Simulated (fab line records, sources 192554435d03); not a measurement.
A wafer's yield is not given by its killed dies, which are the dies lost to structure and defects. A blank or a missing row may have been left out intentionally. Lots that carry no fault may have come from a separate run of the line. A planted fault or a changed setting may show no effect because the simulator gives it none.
A sampling plan put to the test    flow n5_finfet    one fab line, 31 faults that these records tell of, each judged on the records of the lots that it struck
The plan is the line's own looks: the steps of the route at which a gauge or an inspection reads the wafer and doesn't change it. A look can be judged if struck wafers have a number there and the file gives its usual mean and standard deviation on fault-free wafers. Caught: 4 or more of those standard deviations (sigma) separate the usual mean from the mean of the struck wafers at a look after the fault's first step. On the tool: here the same test is run on the tool's own readings at the fault's steps. If the struck wafers alone have a blank record, or they carry another recipe, that too counts as caught.

## THE FAULTS, as the simulator had put them in
1. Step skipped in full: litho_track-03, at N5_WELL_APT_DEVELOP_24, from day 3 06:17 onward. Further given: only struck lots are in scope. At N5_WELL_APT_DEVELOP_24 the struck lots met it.
2. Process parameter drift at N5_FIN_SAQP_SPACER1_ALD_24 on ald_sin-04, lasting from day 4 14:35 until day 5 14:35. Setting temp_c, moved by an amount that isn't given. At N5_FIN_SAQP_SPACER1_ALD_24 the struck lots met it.
3. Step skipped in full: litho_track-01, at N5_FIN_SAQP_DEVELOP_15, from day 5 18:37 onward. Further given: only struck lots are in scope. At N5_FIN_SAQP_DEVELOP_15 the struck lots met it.
4. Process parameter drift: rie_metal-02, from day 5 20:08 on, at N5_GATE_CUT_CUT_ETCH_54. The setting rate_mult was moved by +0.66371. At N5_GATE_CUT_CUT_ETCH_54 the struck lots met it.
5. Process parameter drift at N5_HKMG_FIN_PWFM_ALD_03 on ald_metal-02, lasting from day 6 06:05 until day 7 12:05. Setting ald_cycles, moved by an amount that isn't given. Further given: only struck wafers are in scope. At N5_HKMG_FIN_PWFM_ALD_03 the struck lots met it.
6. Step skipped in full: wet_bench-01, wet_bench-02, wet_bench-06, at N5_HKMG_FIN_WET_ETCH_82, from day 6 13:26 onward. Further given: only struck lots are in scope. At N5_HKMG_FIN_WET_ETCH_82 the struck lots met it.
7. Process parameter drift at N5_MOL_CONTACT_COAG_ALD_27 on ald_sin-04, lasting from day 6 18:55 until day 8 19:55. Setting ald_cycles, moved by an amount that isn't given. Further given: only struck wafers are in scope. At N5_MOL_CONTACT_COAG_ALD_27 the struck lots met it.
8. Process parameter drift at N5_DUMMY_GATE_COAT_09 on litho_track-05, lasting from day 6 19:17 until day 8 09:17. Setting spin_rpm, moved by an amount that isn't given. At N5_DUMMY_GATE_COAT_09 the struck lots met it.
9. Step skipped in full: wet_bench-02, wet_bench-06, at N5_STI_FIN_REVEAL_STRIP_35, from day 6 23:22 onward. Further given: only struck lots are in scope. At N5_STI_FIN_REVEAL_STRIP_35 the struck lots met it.
10. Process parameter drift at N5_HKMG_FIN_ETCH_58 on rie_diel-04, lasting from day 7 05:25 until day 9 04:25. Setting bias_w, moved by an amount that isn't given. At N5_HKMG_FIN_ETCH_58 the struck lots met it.
11. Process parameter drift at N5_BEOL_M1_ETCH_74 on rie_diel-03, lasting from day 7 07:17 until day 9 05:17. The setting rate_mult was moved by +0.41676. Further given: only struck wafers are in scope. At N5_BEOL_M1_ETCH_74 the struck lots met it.
12. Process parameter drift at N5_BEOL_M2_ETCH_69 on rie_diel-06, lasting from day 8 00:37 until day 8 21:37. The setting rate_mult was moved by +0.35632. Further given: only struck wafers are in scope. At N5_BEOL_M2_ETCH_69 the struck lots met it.
13. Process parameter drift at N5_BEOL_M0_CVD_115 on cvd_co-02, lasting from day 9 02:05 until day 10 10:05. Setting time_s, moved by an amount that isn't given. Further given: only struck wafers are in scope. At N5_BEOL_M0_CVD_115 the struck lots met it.
14. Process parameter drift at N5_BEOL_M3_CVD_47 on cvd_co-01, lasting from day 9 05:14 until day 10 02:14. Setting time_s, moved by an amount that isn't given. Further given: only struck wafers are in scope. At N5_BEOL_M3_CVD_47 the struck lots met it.
15. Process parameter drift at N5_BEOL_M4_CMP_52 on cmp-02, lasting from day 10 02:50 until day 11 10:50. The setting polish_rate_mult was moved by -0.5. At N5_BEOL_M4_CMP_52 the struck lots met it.
16. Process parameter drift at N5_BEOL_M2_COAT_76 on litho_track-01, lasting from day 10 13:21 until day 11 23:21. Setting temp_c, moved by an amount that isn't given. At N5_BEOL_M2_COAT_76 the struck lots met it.
17. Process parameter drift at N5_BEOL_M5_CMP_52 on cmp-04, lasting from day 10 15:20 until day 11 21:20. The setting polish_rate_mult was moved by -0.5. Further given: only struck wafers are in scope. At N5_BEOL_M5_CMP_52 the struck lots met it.
18. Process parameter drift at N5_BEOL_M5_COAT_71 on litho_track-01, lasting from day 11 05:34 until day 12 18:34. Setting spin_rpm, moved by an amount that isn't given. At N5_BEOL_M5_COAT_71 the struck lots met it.
19. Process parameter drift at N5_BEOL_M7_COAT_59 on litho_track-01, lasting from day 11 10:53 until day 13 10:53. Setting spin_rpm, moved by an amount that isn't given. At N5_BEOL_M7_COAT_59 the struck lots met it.
20. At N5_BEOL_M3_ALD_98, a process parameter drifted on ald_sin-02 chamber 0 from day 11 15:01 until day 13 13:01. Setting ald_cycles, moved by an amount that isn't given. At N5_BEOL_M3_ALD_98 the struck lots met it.
21. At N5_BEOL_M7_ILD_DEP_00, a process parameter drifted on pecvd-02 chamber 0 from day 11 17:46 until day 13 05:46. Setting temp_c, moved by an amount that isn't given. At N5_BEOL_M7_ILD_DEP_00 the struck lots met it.
22. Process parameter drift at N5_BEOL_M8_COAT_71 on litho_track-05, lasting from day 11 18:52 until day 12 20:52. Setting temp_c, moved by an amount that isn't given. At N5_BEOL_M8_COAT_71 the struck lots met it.
23. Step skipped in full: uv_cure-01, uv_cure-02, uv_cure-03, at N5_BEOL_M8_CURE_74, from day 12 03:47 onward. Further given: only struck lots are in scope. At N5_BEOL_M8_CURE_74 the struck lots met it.
24. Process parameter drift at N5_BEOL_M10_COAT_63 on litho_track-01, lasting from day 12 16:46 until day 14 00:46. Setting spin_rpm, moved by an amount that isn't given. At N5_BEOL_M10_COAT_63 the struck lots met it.
25. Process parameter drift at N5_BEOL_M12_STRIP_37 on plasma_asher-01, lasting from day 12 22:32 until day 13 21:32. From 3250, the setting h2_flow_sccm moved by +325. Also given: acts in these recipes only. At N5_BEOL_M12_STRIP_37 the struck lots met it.
26. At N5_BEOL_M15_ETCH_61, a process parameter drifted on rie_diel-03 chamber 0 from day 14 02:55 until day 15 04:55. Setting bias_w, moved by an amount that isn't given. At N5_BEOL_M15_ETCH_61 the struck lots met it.
27. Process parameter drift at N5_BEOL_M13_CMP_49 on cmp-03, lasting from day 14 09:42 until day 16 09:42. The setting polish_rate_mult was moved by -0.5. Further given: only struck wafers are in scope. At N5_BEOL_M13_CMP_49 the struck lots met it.
28. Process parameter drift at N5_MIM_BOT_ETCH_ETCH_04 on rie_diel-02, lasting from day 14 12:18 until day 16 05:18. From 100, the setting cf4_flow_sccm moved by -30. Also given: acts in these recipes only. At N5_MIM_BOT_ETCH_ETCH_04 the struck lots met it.
29. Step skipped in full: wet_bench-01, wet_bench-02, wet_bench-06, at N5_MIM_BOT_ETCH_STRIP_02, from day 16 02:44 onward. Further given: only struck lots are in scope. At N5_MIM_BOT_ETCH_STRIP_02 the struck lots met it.
30. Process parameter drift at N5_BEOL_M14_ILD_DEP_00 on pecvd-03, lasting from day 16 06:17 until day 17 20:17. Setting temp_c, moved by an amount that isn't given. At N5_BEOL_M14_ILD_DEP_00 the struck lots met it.
31. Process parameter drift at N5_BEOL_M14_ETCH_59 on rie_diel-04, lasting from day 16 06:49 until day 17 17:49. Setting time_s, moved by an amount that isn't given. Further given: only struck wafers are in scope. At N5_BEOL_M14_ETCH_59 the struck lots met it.

## WHAT THE PLAN SAW
fault  on the tool itself                                first look that catches it                    reading, sigma                                         median hours from its first step to that look  hours from the fault's start to the first struck lot there  judged looks passed uncaught
1      the tool's record is blank for the struck wafers  no look after it can be judged                -                                                      -                                              -                                                           0
2      susceptor_temp_C +99 or beyond sigma              no look after it can be judged                -                                                      -                                              -                                                           0
3      the tool's record is blank for the struck wafers  no look after it can be judged                -                                                      -                                              -                                                           0
4      etch_rf_on_time_s -17 sigma                       no look after it can be judged                -                                                      -                                              -                                                           0
5      under 2 sigma                                     not the one look that can be judged after it  -                                                      -                                              -                                                           1
6      the tool's record is blank for the struck wafers  no look after it can be judged                -                                                      -                                              -                                                           0
7      run_length_s +99 or beyond sigma                  no look after it can be judged                -                                                      -                                              -                                                           0
8      spin_speed_rpm +35 sigma                          no look after it can be judged                -                                                      -                                              -                                                           0
9      no reading that can be judged                     N5_STI_FIN_REVEAL_FIN_H_MEAS_10               trench_depth_nm -6.0                                   0.3                                            4                                                           1
10     bias_w +42 sigma                                  no look after it can be judged                -                                                      -                                              -                                                           0
11     etch_rf_on_time_s -7.5 sigma                      not the one look that can be judged after it  -                                                      -                                              -                                                           1
12     etch_rf_on_time_s -9.2 sigma                      not the one look that can be judged after it  -                                                      -                                              -                                                           1
13     run_length_s -99 or beyond sigma                  not the one look that can be judged after it  -                                                      -                                              -                                                           1
14     run_length_s +99 or beyond sigma                  not the one look that can be judged after it  -                                                      -                                              -                                                           1
15     overpolish_run_s -99 or beyond sigma              N5_BEOL_M4_THK_MEAS_53                        M4_THK +58                                             0.3                                            3                                                           0
16     plate_temp_C +45 sigma                            not the one look that can be judged after it  -                                                      -                                              -                                                           1
17     overpolish_run_s -99 or beyond sigma              N5_BEOL_M5_THK_MEAS_53                        M5_THK +41                                             0.3                                            4                                                           0
18     spin_speed_rpm +99 or beyond sigma                no look after it can be judged                -                                                      -                                              -                                                           0
19     spin_speed_rpm +83 sigma                          not the one look that can be judged after it  -                                                      -                                              -                                                           1
20     under 2 sigma                                     not the one look that can be judged after it  -                                                      -                                              -                                                           1
21     susceptor_temp_C +40 sigma                        not the one look that can be judged after it  strongest: M7_ILD_THK at N5_BEOL_M7_THK_MEAS_01, -3.7  -                                              -                                                           1
22     plate_temp_C -50 sigma                            no look after it can be judged                -                                                      -                                              -                                                           0
23     the tool's record is blank for the struck wafers  N5_BEOL_M8_THK_MEAS_01                        M8_ILD_THK +11                                         0.5                                            6                                                           0
24     spin_speed_rpm -99 or beyond sigma                no look after it can be judged                -                                                      -                                              -                                                           0
25     h2_flow_sccm +35 sigma                            no look after it can be judged                -                                                      -                                              -                                                           0
26     bias_w -12 sigma                                  no look after it can be judged                -                                                      -                                              -                                                           0
27     overpolish_run_s -99 or beyond sigma              N5_BEOL_M13_THK_MEAS_50                       M13_THK +43                                            0.2                                            1                                                           0
28     cf4_flow_sccm -99 or beyond sigma                 no look after it can be judged                -                                                      -                                              -                                                           0
29     the tool's record is blank for the struck wafers  no look after it can be judged                -                                                      -                                              -                                                           0
30     susceptor_temp_C +14 sigma                        no look after it can be judged                -                                                      -                                              -                                                           0
31     run_length_s -6.8 sigma                           no look after it can be judged                -                                                      -                                              -                                                           0
Dash: fault not caught, or number not given in these records.

Caught at a look: 5 of 31. Caught on the tool: 28 of 31. By one or the other: 29 of 31.
On the tool alone, faults 1, 2, 3, 4, 6, 7, 8, 10, 11, 12, 13, 14, 16, 18, 19, 21, 22, 24, 25, 26, 28, 29, 30, 31 were caught.
Caught at a look alone: fault 9.
Caught by neither: faults 5, 20.

## THINNER SAMPLING
In the worst case, this is how late the first struck lot would be measured if the look that catches a fault measured only every second or every third lot, by lot number:
fault  struck lots at that look, in order of time  every lot  every second lot  every third lot
9      L523, L524, L525                            4 h        8 h               15 h
15     L417, L418                                  3 h        14 h              may miss all 2
17     L656, L658                                  4 h        may miss all 2    may miss all 2
23     L850, L851, L852                            6 h        16 h              17 h
27     L604, L605                                  1 h        24 h              may miss all 2
Hours count from the start of the fault until the first struck lot that is measured. 4 sigma limit: tested on the pooled struck wafers, so a lone lot may be under it. Other struck lots may not be in these records.

## THE LONGEST TIMED WAY FROM STEP TO LOOK
For fault 23, N5_BEOL_M8_CURE_74 and N5_BEOL_M8_THK_MEAS_01 are separated by a median of 0.5 hours. No look between them can be judged.
